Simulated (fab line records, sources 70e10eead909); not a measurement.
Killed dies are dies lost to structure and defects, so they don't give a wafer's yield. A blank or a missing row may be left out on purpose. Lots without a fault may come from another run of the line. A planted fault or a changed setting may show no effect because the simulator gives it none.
Chamber matching | flow nand_harc | NHARC_P_ZERO_WELL_DESCUM_26 on rie_diel-08: 4 sister chambers
The step chemistry O2, time 3 s. 4 wafers are shown with their chamber, then 8 later ones without.

WAFERS WITH THEIR CHAMBER
wafer  | chamber | showerhead_plenum_p_Torr (Torr)
L624.3 | 3       | 1.90
L628.3 | 0       | 1.82
L628.6 | 1       | 1.96
L631.1 | 2       | 1.90

WAFERS WITHOUT THEIR CHAMBER
wafer  | showerhead_plenum_p_Torr (Torr)
L631.4 | 1.95
L631.6 | 1.95
L636.1 | 1.89
L636.5 | 1.95
L636.6 | 1.89
L642.1 | 1.81
L642.2 | 1.89
L642.4 | 1.94

WHICH CHAMBER EACH WENT THROUGH
wafer  | from the rows above          | in truth
L631.4 | 1                            | 1
L631.6 | 1                            | 1
L636.1 | can't be placed: 2 or 3      | 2
L636.5 | 1                            | 1
L636.6 | can't be placed: 2 or 3      | 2
L642.1 | 0                            | 0
L642.2 | can't be placed: 2 or 3      | 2
L642.4 | can't be placed: 1 or 2 or 3 | 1
Placed correctly: 4 of 8. Can't be placed from these rows: 4 (the true chamber is among the candidates in 4). Placed wrongly: 0.
How it was worked out, from the rows above alone: a wafer's distance from a chamber is the root of the sum, over the readings, of the square of ((its reading less the chamber's mean) divided by the reading's scatter). The wafer belongs to the nearest chamber; if the next one is less than 2 further off, it can't be placed. A chamber's mean is the mean of its shown wafers. The scatter: with one shown wafer a chamber, the root of the mean of the squares of how far each hidden wafer lies from its nearest shown one.
